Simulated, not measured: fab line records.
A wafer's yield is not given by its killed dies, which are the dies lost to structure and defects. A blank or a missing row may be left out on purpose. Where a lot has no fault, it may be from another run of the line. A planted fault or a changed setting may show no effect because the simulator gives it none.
Struck lot and sound lot, side by side || flow nand_harc || 14 out of 1159 route steps
Sound: wafers L282.3, L282.5, L282.6. Wafers L296.1, L296.2, L296.5 were the ones struck. The cause comes at the end.
Order at every step that has rows: each side's tool, ch and its chambers, its first start. Under that, the readings that differ: sound wafers || struck wafers || difference of the means || sigmas: that difference in standard deviations of wafers without a fault.
alike: readings whose means differ by less than 2 such deviations, and words and numbers that are the same on both sides. not compared: withheld readings, readings that some wafer has no value for, bounds like >300 that may hide the same value, and numbers for which the record gives no deviation and whose values overlap.
The two part at a step that has a row with sigmas, a row that says differs or no value, or rows on one side only. Numbers that have no deviation but don't overlap get no sigmas and don't part them. Lack of a reading on every wafer of one side parts them only where that side has two or more wafers.

NHARC_P_M0_PRE_CLEAN_29: time 30 s.
  sound on pvd_sputter-03; struck on pvd_sputter-02
  alike: heater_power_w
NHARC_P_M0_PVD_20: deposits TaN, target thk 5 nm, time 8.06 s.
  sound on pvd_sputter-03; struck on pvd_sputter-02
  alike: throttle_valve_pct
NHARC_P_M0_PVD_21: deposits Cu, target thk 30 nm, time 20.49 s.
  sound on pvd_sputter-03; struck on pvd_sputter-02
  alike: throttle_valve_pct
then, 2 steps without rows for these wafers: NHARC_P_M0_ECD_22 (material Cu, target thk 400 nm); NHARC_P_M0_ANNEAL_30 (time 90 s).
NHARC_P_M0_CMP_23: polishes, t overpolish 20 s, target thk 117.53 nm.
  sound on cmp-04 ch 2,3, day 6 03:23; struck on cmp-01 ch 0,1,3, day 9 14:11
  alike: motor_current_A, retaining_ring_pressure_frac, time_to_endpoint_s
NHARC_P_M0_THK_MEAS_24: measures by xrf.
  struck on film_metro-02, day 9 14:27; sound on film_metro-01, day 6 03:42
  alike: thk_nm
then, 1 step without rows for these wafers: NHARC_P_M0_SRD_25.
NHARC_P_M0_INSPECT_27:
  struck on defect_inspect-01, day 9 14:37; sound on defect_inspect-01, day 6 03:51
  alike: raw_defect_count
NHARC_P_M0_PRE_CLEAN_31: time 12 s.
  sound on pecvd-01 ch 0,2, day 6 03:58; struck on pecvd-03 ch 0,2, day 9 15:06
  alike: heater_power_w
then, 1 step without rows for these wafers: NHARC_P_M0_DEP_32 (deposits SiCN, target thk 30 nm).
NHARC_P_M1_DEP_00: deposits SiOC, target thk 182.5 nm.
  sound on pecvd-01 ch 0,1,2, day 6 04:31; struck on pecvd-02 ch 0,1,2, day 9 15:35
  no value came back on the struck wafers for chamber_pressure_Torr (Torr), rf_fwd_power_W (W), showerhead_vpp_V (V); on the sound wafers chamber_pressure_Torr (Torr) reads 5.015 4.981 5.002
then, 1 step without rows for these wafers: NHARC_P_M1_DEHYDRATE_01 (time 120 s).
-- break in the record here, with 14 days between the starts of the struck wafers on either side (left off in module P_M1, picked up again in module END, where the first step shown is number 1159 on the route) --
NHARC_END_SORT_01:
  sound on prober-01 ch 0, day 19 23:03; struck on prober-01 ch 0, day 23 05:51
{"reading": "hold", "sound": "- - -", "struck": "await_dispo/2.3h/scrap await_dispo/2.3h/scrap await_dispo/2.3h/scrap", "difference": "no value on the sound wafers", "sigmas": ""}
{"reading": "defect_limited_yield (%)", "sound": "94.2 95.6 96.0", "struck": "0 0 0", "difference": -95, "sigmas": -56}
{"reading": "killed_at_periphery", "sound": "11 5 9", "struck": "646 646 642", "difference": "+636", "sigmas": "+99 or more"}
{"reading": "killed_dies", "sound": "39 30 27", "struck": "677 677 677", "difference": "+645", "sigmas": "+54"}
{"reading": "sort_bin_2_pct (%)", "sound": "1.9 2.1 0.6", "struck": "96.0 96.5 96.6", "difference": "+94.8", "sigmas": "+99 or more"}
{"reading": "sort_n_pass", "sound": "638 647 650", "struck": "0 0 0", "difference": -645, "sigmas": -54}
{"reading": "sort_rim_yield_pct (%)", "sound": "94.3 99.1 98.1", "struck": "0 0 0", "difference": -97, "sigmas": -65}
{"reading": "sort_yield_pct (%)", "sound": "94.2 95.6 96.0", "struck": "0 0 0", "difference": -95, "sigmas": -56}
  alike: killed_at_array, killed_at_other, killed_open, killed_short, sort_bin_3_pct, sort_bin_4_pct

WHERE THEY PART
At NHARC_P_M1_DEP_00 first; at NHARC_END_SORT_01 last (within this record only).

WHY: whatever the simulator had introduced
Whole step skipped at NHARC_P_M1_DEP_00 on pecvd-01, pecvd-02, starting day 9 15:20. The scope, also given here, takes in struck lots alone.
